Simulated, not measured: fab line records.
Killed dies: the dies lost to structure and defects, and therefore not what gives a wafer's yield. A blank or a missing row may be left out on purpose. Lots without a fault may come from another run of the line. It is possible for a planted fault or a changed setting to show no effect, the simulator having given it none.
Split-lot experiment || flow n5 finfet || route with 1938 steps; 7 lots, 39 wafers read

## THE SPLIT
At N5_BEOL_M1_VIA_ETCH_34 (etches the open film in C4F6/O2, target depth 67.8 nm, time 64.4 s), the setting target depth a was moved away from the recipe's 678 angstrom on 18 of the 39 wafers read, by -33.0% to +58.4%. All remaining wafers had this setting at the recipe value.

The split's own step is where the reading is taken.

## THE READING
SOC_of_BEOL_M1_COAT_67.thk nm (the simulator's own value, which no gauge read), in nm, at N5_BEOL_M1_VIA_ETCH_34 (etches the open film in C4F6/O2, target depth 67.8 nm, time 64.4 s). There is no usual value for it anywhere in the file. Across the 21 wafers here that went through the recipe, the average is 52.2 nm and the standard deviation 0.26 nm.

{"wafer": "L078.1", "tool, chamber at the split": "rie diel-05, 1", "target depth a as run, angstrom": 678, "against the recipe": "recipe", "SOC_of_BEOL_M1_COAT_67.thk nm, nm": 52.4, "against lot-mates on the recipe": "-"}
{"wafer": "L078.2", "tool, chamber at the split": "rie diel-05, 2", "target depth a as run, angstrom": 454.3, "against the recipe": "-33.0%", "SOC_of_BEOL_M1_COAT_67.thk nm, nm": 55, "against lot-mates on the recipe": "+2.5"}
{"wafer": "L078.3", "tool, chamber at the split": "rie diel-05, 3", "target depth a as run, angstrom": 454.3, "against the recipe": "-33.0%", "SOC_of_BEOL_M1_COAT_67.thk nm, nm": 54.8, "against lot-mates on the recipe": "+2.3"}
{"wafer": "L078.4", "tool, chamber at the split": "rie diel-05, 0", "target depth a as run, angstrom": 678, "against the recipe": "recipe", "SOC_of_BEOL_M1_COAT_67.thk nm, nm": 52.6, "against lot-mates on the recipe": "-"}
{"wafer": "L078.5", "tool, chamber at the split": "rie diel-05, 2", "target depth a as run, angstrom": 678, "against the recipe": "recipe", "SOC_of_BEOL_M1_COAT_67.thk nm, nm": 52.4, "against lot-mates on the recipe": "-"}
{"wafer": "L078.6", "tool, chamber at the split": "rie diel-05, 3", "target depth a as run, angstrom": 454.3, "against the recipe": "-33.0%", "SOC_of_BEOL_M1_COAT_67.thk nm, nm": 55, "against lot-mates on the recipe": "+2.5"}
{"wafer": "L083.1", "tool, chamber at the split": "rie diel-02, 1", "target depth a as run, angstrom": 678, "against the recipe": "recipe", "SOC_of_BEOL_M1_COAT_67.thk nm, nm": 52.4, "against lot-mates on the recipe": "-"}
{"wafer": "L083.2", "tool, chamber at the split": "rie diel-02, 0", "target depth a as run, angstrom": 909.2, "against the recipe": "+34.1%", "SOC_of_BEOL_M1_COAT_67.thk nm, nm": 49.8, "against lot-mates on the recipe": -2.5}
{"wafer": "L083.3", "tool, chamber at the split": "rie diel-02, 2", "target depth a as run, angstrom": 678, "against the recipe": "recipe", "SOC_of_BEOL_M1_COAT_67.thk nm, nm": 52, "against lot-mates on the recipe": "-"}
{"wafer": "L083.4", "tool, chamber at the split": "rie diel-02, 3", "target depth a as run, angstrom": 909.2, "against the recipe": "+34.1%", "SOC_of_BEOL_M1_COAT_67.thk nm, nm": 49.4, "against lot-mates on the recipe": -2.9}
{"wafer": "L083.5", "tool, chamber at the split": "rie diel-02, 2", "target depth a as run, angstrom": 909.2, "against the recipe": "+34.1%", "SOC_of_BEOL_M1_COAT_67.thk nm, nm": 49.4, "against lot-mates on the recipe": -2.9}
{"wafer": "L083.6", "tool, chamber at the split": "rie diel-02, 1", "target depth a as run, angstrom": 678, "against the recipe": "recipe", "SOC_of_BEOL_M1_COAT_67.thk nm, nm": 52.4, "against lot-mates on the recipe": "-"}
{"wafer": "L086.1", "tool, chamber at the split": "rie diel-05, 1", "target depth a as run, angstrom": 678, "against the recipe": "recipe", "SOC_of_BEOL_M1_COAT_67.thk nm, nm": 52.4, "against lot-mates on the recipe": "-"}
{"wafer": "L086.4", "tool, chamber at the split": "rie diel-05, 2", "target depth a as run, angstrom": 678, "against the recipe": "recipe", "SOC_of_BEOL_M1_COAT_67.thk nm, nm": 52.2, "against lot-mates on the recipe": "-"}
{"wafer": "L086.6", "tool, chamber at the split": "rie diel-05, 3", "target depth a as run, angstrom": 678, "against the recipe": "recipe", "SOC_of_BEOL_M1_COAT_67.thk nm, nm": 52, "against lot-mates on the recipe": "-"}
{"wafer": "L093.1", "tool, chamber at the split": "rie diel-02, 0", "target depth a as run, angstrom": 678, "against the recipe": "recipe", "SOC_of_BEOL_M1_COAT_67.thk nm, nm": 52.2, "against lot-mates on the recipe": "-"}
{"wafer": "L093.2", "tool, chamber at the split": "rie diel-02, 2", "target depth a as run, angstrom": 787.8, "against the recipe": "+16.2%", "SOC_of_BEOL_M1_COAT_67.thk nm, nm": 50.6, "against lot-mates on the recipe": -1.7}
{"wafer": "L093.3", "tool, chamber at the split": "rie diel-02, 1", "target depth a as run, angstrom": 678, "against the recipe": "recipe", "SOC_of_BEOL_M1_COAT_67.thk nm, nm": 52.4, "against lot-mates on the recipe": "-"}
{"wafer": "L093.4", "tool, chamber at the split": "rie diel-02, 3", "target depth a as run, angstrom": 787.8, "against the recipe": "+16.2%", "SOC_of_BEOL_M1_COAT_67.thk nm, nm": 51, "against lot-mates on the recipe": -1.3}
{"wafer": "L093.5", "tool, chamber at the split": "rie diel-02, 0", "target depth a as run, angstrom": 787.8, "against the recipe": "+16.2%", "SOC_of_BEOL_M1_COAT_67.thk nm, nm": 51.2, "against lot-mates on the recipe": -1.1}
{"wafer": "L093.6", "tool, chamber at the split": "rie diel-02, 1", "target depth a as run, angstrom": 678, "against the recipe": "recipe", "SOC_of_BEOL_M1_COAT_67.thk nm, nm": 52.4, "against lot-mates on the recipe": "-"}
{"wafer": "L096.1", "tool, chamber at the split": "rie diel-05, 3", "target depth a as run, angstrom": 678, "against the recipe": "recipe", "SOC_of_BEOL_M1_COAT_67.thk nm, nm": 51.6, "against lot-mates on the recipe": "-"}
{"wafer": "L096.2", "tool, chamber at the split": "rie diel-05, 1", "target depth a as run, angstrom": 993.7, "against the recipe": "+46.6%", "SOC_of_BEOL_M1_COAT_67.thk nm, nm": 48.8, "against lot-mates on the recipe": -3.0}
{"wafer": "L096.3", "tool, chamber at the split": "rie diel-05, 2", "target depth a as run, angstrom": 993.7, "against the recipe": "+46.6%", "SOC_of_BEOL_M1_COAT_67.thk nm, nm": 48.4, "against lot-mates on the recipe": -3.4}
{"wafer": "L096.4", "tool, chamber at the split": "rie diel-05, 0", "target depth a as run, angstrom": 678, "against the recipe": "recipe", "SOC_of_BEOL_M1_COAT_67.thk nm, nm": 52, "against lot-mates on the recipe": "-"}
{"wafer": "L096.5", "tool, chamber at the split": "rie diel-05, 0", "target depth a as run, angstrom": 993.7, "against the recipe": "+46.6%", "SOC_of_BEOL_M1_COAT_67.thk nm, nm": 48.4, "against lot-mates on the recipe": -3.4}
{"wafer": "L096.6", "tool, chamber at the split": "rie diel-05, 3", "target depth a as run, angstrom": 678, "against the recipe": "recipe", "SOC_of_BEOL_M1_COAT_67.thk nm, nm": 51.8, "against lot-mates on the recipe": "-"}
{"wafer": "L095.1", "tool, chamber at the split": "rie diel-02, 2", "target depth a as run, angstrom": 678, "against the recipe": "recipe", "SOC_of_BEOL_M1_COAT_67.thk nm, nm": 51.8, "against lot-mates on the recipe": "-"}
{"wafer": "L095.2", "tool, chamber at the split": "rie diel-02, 0", "target depth a as run, angstrom": 996.4, "against the recipe": "+47.0%", "SOC_of_BEOL_M1_COAT_67.thk nm, nm": 49, "against lot-mates on the recipe": -3.3}
{"wafer": "L095.3", "tool, chamber at the split": "rie diel-02, 3", "target depth a as run, angstrom": 678, "against the recipe": "recipe", "SOC_of_BEOL_M1_COAT_67.thk nm, nm": 52.4, "against lot-mates on the recipe": "-"}
{"wafer": "L095.4", "tool, chamber at the split": "rie diel-02, 1", "target depth a as run, angstrom": 996.4, "against the recipe": "+47.0%", "SOC_of_BEOL_M1_COAT_67.thk nm, nm": 49, "against lot-mates on the recipe": -3.3}
{"wafer": "L095.5", "tool, chamber at the split": "rie diel-02, 0", "target depth a as run, angstrom": 996.4, "against the recipe": "+47.0%", "SOC_of_BEOL_M1_COAT_67.thk nm, nm": 48.8, "against lot-mates on the recipe": -3.5}
{"wafer": "L095.6", "tool, chamber at the split": "rie diel-02, 1", "target depth a as run, angstrom": 678, "against the recipe": "recipe", "SOC_of_BEOL_M1_COAT_67.thk nm, nm": 52.6, "against lot-mates on the recipe": "-"}
{"wafer": "L097.1", "tool, chamber at the split": "rie diel-02, 0", "target depth a as run, angstrom": 1074, "against the recipe": "+58.4%", "SOC_of_BEOL_M1_COAT_67.thk nm, nm": 47.8, "against lot-mates on the recipe": -4.5}
{"wafer": "L097.2", "tool, chamber at the split": "rie diel-02, 3", "target depth a as run, angstrom": 678, "against the recipe": "recipe", "SOC_of_BEOL_M1_COAT_67.thk nm, nm": 52.2, "against lot-mates on the recipe": "-"}
{"wafer": "L097.3", "tool, chamber at the split": "rie diel-02, 1", "target depth a as run, angstrom": 1074, "against the recipe": "+58.4%", "SOC_of_BEOL_M1_COAT_67.thk nm, nm": 48.2, "against lot-mates on the recipe": -4.1}
{"wafer": "L097.4", "tool, chamber at the split": "rie diel-02, 1", "target depth a as run, angstrom": 1074, "against the recipe": "+58.4%", "SOC_of_BEOL_M1_COAT_67.thk nm, nm": 48.2, "against lot-mates on the recipe": -4.1}
{"wafer": "L097.5", "tool, chamber at the split": "rie diel-02, 0", "target depth a as run, angstrom": 678, "against the recipe": "recipe", "SOC_of_BEOL_M1_COAT_67.thk nm, nm": 52.4, "against lot-mates on the recipe": "-"}
{"wafer": "L097.6", "tool, chamber at the split": "rie diel-02, 3", "target depth a as run, angstrom": 678, "against the recipe": "recipe", "SOC_of_BEOL_M1_COAT_67.thk nm, nm": 52.2, "against lot-mates on the recipe": "-"}

THE FIT
A straight line over all 39 wafers: SOC_of_BEOL_M1_COAT_67.thk nm changes by -0.0754 nm for each +1% of target depth a; r = -0.99; the points scatter about the line by 0.27 nm.
The same after taking each lot's own level away (the mean of its wafers on the recipe; 39 wafers): -0.0727 nm for each +1%; r = -0.99; scatter 0.21 nm.
That fit puts the effect of the largest move of target depth a on the reading at 4.2 nm.
The lots' own levels span 51.80 to 52.47 nm, that is 2.5 times the standard deviation above.
The two slopes agree, so the slope changes little with the lot-to-lot level.
Check: with one of the wafers moved furthest among these (+58.4%) left out of the fit, the line predicts -4.24 nm for it against its lot-mates. Against them it came out at -4.47 nm.

## ADDITIONAL SPLITS CARRIED BY THESE WAFERS
Before the reading, these wafers also passed through other splits. Each is held against what the fit with the lots' levels taken away leaves over:
{"other split on the same wafers": "N5_FIN_SAQP_PECVD_48 time s", "wafers away from the commonest value": 15, "r with SOC_of_BEOL_M1_COAT_67.thk nm (lot level and that fit taken away)": "+0.01"}
{"other split on the same wafers": "N5_FIN_SAQP_DEVELOP_15 develop time s", "wafers away from the commonest value": 15, "r with SOC_of_BEOL_M1_COAT_67.thk nm (lot level and that fit taken away)": -0.31}
{"other split on the same wafers": "N5_SD_EPI_N_DEVELOP_08 develop time s", "wafers away from the commonest value": 9, "r with SOC_of_BEOL_M1_COAT_67.thk nm (lot level and that fit taken away)": -0.04}
{"other split on the same wafers": "N5_HKMG_FIN_ETCH_67 target depth a", "wafers away from the commonest value": 18, "r with SOC_of_BEOL_M1_COAT_67.thk nm (lot level and that fit taken away)": "+0.08"}
{"other split on the same wafers": "N5_BEOL_M0_SAQP_SPACER1_ALD_98 ald cycles", "wafers away from the commonest value": 15, "r with SOC_of_BEOL_M1_COAT_67.thk nm (lot level and that fit taken away)": -0.43}

## THE WHOLE CHAIN: every reading that the file lists as answering this split, in the file's order
{"step": "N5_BEOL_M1_VIA_ETCH_34", "what it does": "etches the open film in C4F6/O2, target depth 67.8 nm, time 64.4 s", "reading": "etch.depth nm (the simulator's own value, which no gauge read)", "change (the file's fit)": "+0.63 nm for each +1% of the setting", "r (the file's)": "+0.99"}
{"step": "N5_BEOL_M1_VIA_ETCH_34", "what it does": "etches the open film in C4F6/O2, target depth 67.8 nm, time 64.4 s", "reading": "SOC_of_BEOL_M1_COAT_67.thk nm (the simulator's own value, which no gauge read)", "change (the file's fit)": "-0.0729 nm for each +1% of the setting", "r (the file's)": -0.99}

## THE FILE'S OWN FIT
SOC_of_BEOL_M1_COAT_67.thk nm changes by -0.0729 nm for each +1% of target depth a, r = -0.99.
